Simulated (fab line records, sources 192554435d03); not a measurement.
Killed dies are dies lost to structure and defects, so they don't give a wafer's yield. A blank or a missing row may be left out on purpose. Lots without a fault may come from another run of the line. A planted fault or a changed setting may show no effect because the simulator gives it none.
Which tool did it? | flow n5_finfet | 15 lots, 45 wafers sampled, at 5 steps of a route of 1938

WHAT THE GAUGES READ, wafer by wafer
N5_BEOL_M11_CD_MEAS_18: pitch 140 nm, target cd 70 nm.
lot  | measured     | on        | cd_nm (nm)
L541 | day 11 09:22 | cd_sem-03 | 68.6 69.3 69.3
L543 | day 11 15:17 | cd_sem-01 | 69.5 70.3 69.0
L545 | day 12 09:59 | cd_sem-01 | 71.0 70.2 70.9
L548 | day 13 12:46 | cd_sem-01 | 70.7 71.3 70.9
L547 | day 13 13:04 | cd_sem-03 | 71.6 70.7 71.5
L550 | day 14 23:49 | cd_sem-01 | 70.1 69.1 69.7
L551 | day 15 15:38 | cd_sem-02 | - - -
L555 | day 15 18:30 | cd_sem-02 | - - -
L553 | day 16 02:53 | cd_sem-01 | - - -
L554 | day 16 03:16 | cd_sem-01 | 69.3 69.0 70.3
L559 | day 16 10:10 | cd_sem-03 | 69.0 68.4 69.3
L561 | day 17 01:48 | cd_sem-02 | 69.3 69.9 70.6
L560 | day 17 02:54 | cd_sem-03 | 69.1 69.7 70.1
L563 | day 17 10:31 | cd_sem-02 | 69.9 69.6 69.5
L564 | day 18 14:45 | cd_sem-03 | 70.3 69.7 70.4

WHICH TOOL RAN EACH LOT (tool, then ch and the chambers of the sampled wafers, then the start)
lot  | N5_BEOL_M11_PECVD_70            | N5_BEOL_M11_ETCH_61                | N5_BEOL_M11_STRIP_67               | N5_BEOL_M11_HM_OPEN_17
L541 | pecvd-02 ch 0,1,2, day 11 07:00 | rie_diel-02 ch 1,2, day 11 08:55   | rie_diel-02 ch 1,2, day 11 09:07   | rie_metal-02 ch 1, day 11 09:09
L543 | pecvd-03 ch 0,1,2, day 11 13:07 | rie_diel-05 ch 0,2,3, day 11 14:47 | rie_diel-05 ch 0,2,3, day 11 14:59 | rie_metal-01 ch 0,1, day 11 15:05
L545 | pecvd-03 ch 0,1,2, day 12 07:55 | rie_diel-03 ch 1,2, day 12 09:34   | rie_diel-03 ch 1,2, day 12 09:46   | rie_metal-02 ch 0,1, day 12 09:49
L548 | pecvd-03 ch 1,2, day 13 09:10   | rie_diel-03 ch 0,1,2, day 13 12:20 | rie_diel-03 ch 0,1,2, day 13 12:32 | rie_metal-03 ch 0,1, day 13 12:35
L547 | pecvd-02 ch 0,1,2, day 13 10:50 | rie_diel-03 ch 0,1,3, day 13 12:38 | rie_diel-03 ch 0,1,3, day 13 12:50 | rie_metal-02 ch 0,1, day 13 12:53
L550 | pecvd-02 ch 0,1, day 14 19:19   | rie_diel-03 ch 0,3, day 14 23:23   | rie_diel-03 ch 0,3, day 14 23:35   | rie_metal-02 ch 0,1, day 14 23:38
L551 | pecvd-04 ch 1,2, day 15 13:44   | rie_diel-05 ch 0,2,3, day 15 15:13 | rie_diel-05 ch 0,2,3, day 15 15:25 | rie_metal-01 ch 0,1, day 15 15:29
L555 | pecvd-03 ch 0,1, day 15 17:12   | rie_diel-05 ch 1,2, day 15 18:05   | rie_diel-05 ch 1,2, day 15 18:17   | rie_metal-01 ch 0,1, day 15 18:19
L553 | pecvd-02 ch 0,1, day 16 01:08   | rie_diel-05 ch 2,3, day 16 02:28   | rie_diel-05 ch 2,3, day 16 02:40   | rie_metal-02 ch 0,1, day 16 02:42
L554 | pecvd-03 ch 0,1,2, day 16 01:20 | rie_diel-02 ch 1,2,3, day 16 02:50 | rie_diel-02 ch 1,2,3, day 16 03:02 | rie_metal-01 ch 0,1, day 16 03:04
L559 | pecvd-02 ch 0,2, day 16 08:53   | rie_diel-05 ch 1,2,3, day 16 09:45 | rie_diel-05 ch 1,2,3, day 16 09:57 | rie_metal-01 ch 0,1, day 16 10:01
L561 | pecvd-03 ch 0,2, day 16 23:21   | rie_diel-05 ch 0,1,3, day 17 01:11 | rie_diel-05 ch 0,1,3, day 17 01:23 | rie_metal-02 ch 0,1, day 17 01:25
L560 | pecvd-03 ch 0,1, day 17 01:30   | rie_diel-03 ch 0,1,3, day 17 02:29 | rie_diel-03 ch 0,1,3, day 17 02:41 | rie_metal-02 ch 0,1, day 17 02:43
L563 | pecvd-03 ch 0,1,2, day 17 07:45 | rie_diel-02 ch 0,2, day 17 09:59   | rie_diel-02 ch 0,2, day 17 10:11   | rie_metal-03 ch 0,1, day 17 10:14
L564 | pecvd-02 ch 0,2, day 18 12:59   | rie_diel-02 ch 0,1, day 18 14:20   | rie_diel-02 ch 0,1, day 18 14:32   | rie_metal-02 ch 0,1, day 18 14:34
- N5_BEOL_M11_PECVD_70: deposits SiO2 from TEOS/O2, target thk 20 nm, time 22.7 s.
- N5_BEOL_M11_ETCH_61: etches SiARC in CF4, target depth 39 nm, time 65 s.
- N5_BEOL_M11_STRIP_67: strips in CF4.
- N5_BEOL_M11_HM_OPEN_17: chemistry Cl2/BCl3, target TiN, target depth 20 nm, overetch 6 nm.

WHAT THE TOOLS THEMSELVES READ (means of the sampled wafers that have a number; where no wafer has one, the mark that the record gives instead)
N5_BEOL_M11_PECVD_70.
lot  | tool     | heater_power_outer_w (W) | heater_power_w (W) | showerhead_plenum_p_Torr (Torr) | throttle_valve_pct (%)
L541 | pecvd-02 | 411                      | 719                | 8.78                            | 22.5
L543 | pecvd-03 | 468                      | 771                | 8.73                            | 21.6
L545 | pecvd-03 | 447                      | 740                | 8.75                            | 21.6
L548 | pecvd-03 | 486                      | 831                | 8.75                            | 21.5
L547 | pecvd-02 | 421                      | 741                | 8.79                            | 22.6
L550 | pecvd-02 | 422                      | 715                | 8.79                            | 23.0
L551 | pecvd-04 | 490                      | 783                | 8.73                            | 23.9
L555 | pecvd-03 | 467                      | 739                | 8.71                            | 21.5
L553 | pecvd-02 | 415                      | 738                | 8.78                            | 23.1
L554 | pecvd-03 | 467                      | 775                | 8.74                            | 21.7
L559 | pecvd-02 | 407                      | 760                | 8.82                            | 22.9
L561 | pecvd-03 | 452                      | 807                | 8.75                            | 21.7
L560 | pecvd-03 | 417                      | 673                | 8.71                            | 21.8
L563 | pecvd-03 | 492                      | 819                | 8.73                            | 21.6
L564 | pecvd-02 | 482                      | 826                | 8.78                            | 22.2

N5_BEOL_M11_ETCH_61.
lot  | tool        | drypump_motor_current_A (A) | etch_rf_on_time_s (s) | oes_product_au (a.u.) | rf_vpp_V (V) | showerhead_plenum_p_Torr (Torr) | throttle_valve_pct (%)
L541 | rie_diel-02 | 6.1                         | 67.2                  | 0.62                  | 183.3        | 2.11                            | 15.70
L543 | rie_diel-05 | 5.4                         | 64.6                  | 0.74                  | 184.5        | 2.19                            | 15.49
L545 | rie_diel-03 | 5.9                         | 65.4                  | 0.80                  | 185.0        | 2.15                            | 15.10
L548 | rie_diel-03 | 5.7                         | 65.1                  | 0.71                  | 185.5        | 2.15                            | 15.31
L547 | rie_diel-03 | 5.5                         | 64.2                  | 0.68                  | 183.8        | 2.15                            | 15.43
L550 | rie_diel-03 | 5.1                         | 64.8                  | 0.61                  | 184.1        | 2.18                            | 15.65
L551 | rie_diel-05 | 5.4                         | 64.8                  | 0.78                  | 184.6        | 2.18                            | 15.37
L555 | rie_diel-05 | 5.5                         | 63.1                  | 0.76                  | 185.9        | 2.26                            | 15.40
L553 | rie_diel-05 | 5.4                         | 64.8                  | 0.79                  | 185.9        | 2.24                            | 15.34
L554 | rie_diel-02 | 6.0                         | 68.1                  | 0.59                  | 184.1        | 2.09                            | 15.77
L559 | rie_diel-05 | 5.3                         | 64.1                  | 0.76                  | 185.5        | 2.23                            | 15.36
L561 | rie_diel-05 | 5.3                         | 65.6                  | 0.73                  | 184.6        | 2.17                            | 15.40
L560 | rie_diel-03 | 5.5                         | 64.9                  | 0.73                  | 183.9        | 2.15                            | 15.31
L563 | rie_diel-02 | 5.4                         | 66.8                  | 0.64                  | 184.0        | 2.18                            | 15.38
L564 | rie_diel-02 | 5.5                         | 64.2                  | 0.70                  | 183.6        | 2.14                            | 15.35

N5_BEOL_M11_STRIP_67.
lot  | tool        | drypump_motor_current_A (A) | oes_product_au (a.u.) | rf_vpp_V (V) | showerhead_plenum_p_Torr (Torr) | throttle_valve_pct (%)
L541 | rie_diel-02 | 6.2                         | 0.74                  | 270.7        | 1.77                            | 13.70
L543 | rie_diel-05 | 5.3                         | 0.85                  | 271.7        | 1.83                            | 13.45
L545 | rie_diel-03 | 5.8                         | 0.93                  | 271.8        | 1.80                            | 13.05
L548 | rie_diel-03 | 5.7                         | 0.84                  | 271.4        | 1.80                            | 13.28
L547 | rie_diel-03 | 5.5                         | 0.79                  | 271.4        | 1.80                            | 13.40
L550 | rie_diel-03 | 5.1                         | 0.72                  | 271.6        | 1.83                            | 13.65
L551 | rie_diel-05 | 5.3                         | 0.91                  | 272.3        | 1.83                            | 13.31
L555 | rie_diel-05 | 5.5                         | 0.87                  | 273.5        | 1.90                            | 13.35
L553 | rie_diel-05 | 5.4                         | 0.91                  | 273.3        | 1.88                            | 13.29
L554 | rie_diel-02 | 6.0                         | 0.71                  | 270.1        | 1.76                            | 13.78
L559 | rie_diel-05 | 5.3                         | 0.88                  | 273.6        | 1.86                            | 13.31
L561 | rie_diel-05 | 5.3                         | 0.86                  | 271.6        | 1.81                            | 13.36
L560 | rie_diel-03 | 5.5                         | 0.86                  | 270.4        | 1.80                            | 13.27
L563 | rie_diel-02 | 5.4                         | 0.76                  | 271.9        | 1.83                            | 13.42
L564 | rie_diel-02 | 5.5                         | 0.82                  | 270.8        | 1.79                            | 13.34

N5_BEOL_M11_HM_OPEN_17.
lot  | tool         | bcl3_flow_sccm (sccm) | bias_w (W) | drypump_motor_current_A (A) | oes_ar_750_au (a.u.) | oes_product_au (a.u.) | throttle_valve_pct (%)
L541 | rie_metal-02 | 21.76                 | 125.9      | 5.6                         | 0.68                 | 0.59                  | 22.44
L543 | rie_metal-01 | 21.71                 | 126.1      | 5.4                         | 0.74                 | 0.65                  | 22.07
L545 | rie_metal-02 | 21.79                 | 126.1      | 5.9                         | 0.77                 | 0.65                  | 22.28
L548 | rie_metal-03 | 21.75                 | 126.0      | 6.4                         | 0.79                 | 0.70                  | 21.95
L547 | rie_metal-02 | 21.76                 | 125.9      | 6.2                         | 0.84                 | 0.70                  | 22.11
L550 | rie_metal-02 | 21.77                 | 126.0      | 6.2                         | 0.84                 | 0.69                  | 22.12
L551 | rie_metal-01 | -                     | -          | -                           | -                    | -                     | -
L555 | rie_metal-01 | -                     | -          | -                           | -                    | -                     | -
L553 | rie_metal-02 | -                     | -          | -                           | -                    | -                     | -
L554 | rie_metal-01 | 21.77                 | 125.8      | 5.2                         | 0.73                 | 0.63                  | 22.05
L559 | rie_metal-01 | 21.71                 | 125.9      | 5.2                         | 0.72                 | 0.64                  | 22.05
L561 | rie_metal-02 | 21.70                 | 126.2      | 5.9                         | 0.74                 | 0.63                  | 22.30
L560 | rie_metal-02 | 21.70                 | 125.7      | 5.9                         | 0.74                 | 0.63                  | 22.30
L563 | rie_metal-03 | 21.80                 | 126.0      | 6.4                         | 0.77                 | 0.69                  | 21.95
L564 | rie_metal-02 | 21.76                 | 126.0      | 5.9                         | 0.73                 | 0.61                  | 22.32

THE ANSWER, worked out from the rows above alone
Rule: what is usual is taken from the lots themselves. Put in order of their means at a reading, lots are off if they are a third of the lots or fewer, leave a main group of 4 or more, and stand apart from it by a gap of 3 or more times the standard deviation of the main group's means; of several such gaps the widest counts. A main group whose means are all the same, to the digits that the tables above print for the reading, isn't used. A lot without any number at a reading at which 4 lots or more have one is off too. The other lots that the step has rows for count as sound. The gauges are gone through in route order, then the tools' own readings, and for those a lot's mean is taken as printed above. The first step at which some lot is off is used, and at that step the reading that is off furthest; a lot without a number counts as furthest.
Off: L551, L555, L553, at N5_BEOL_M11_CD_MEAS_18 (cd_nm). Without a number there: L551, L555, L553. The main group: mean 69.9 nm, standard deviation 0.7.
A tool fits if, at a process step before that reading, it ran every lot that is off, and no sound lot after the first of them. The gauges at N5_BEOL_M11_CD_MEAS_18 aren't tried: what is off there is off at N5_BEOL_M11_HM_OPEN_17 too, on other tools, and a gauge's error can't cause that. None of those tried fits.

WHAT THE SIMULATOR HAD PUT IN
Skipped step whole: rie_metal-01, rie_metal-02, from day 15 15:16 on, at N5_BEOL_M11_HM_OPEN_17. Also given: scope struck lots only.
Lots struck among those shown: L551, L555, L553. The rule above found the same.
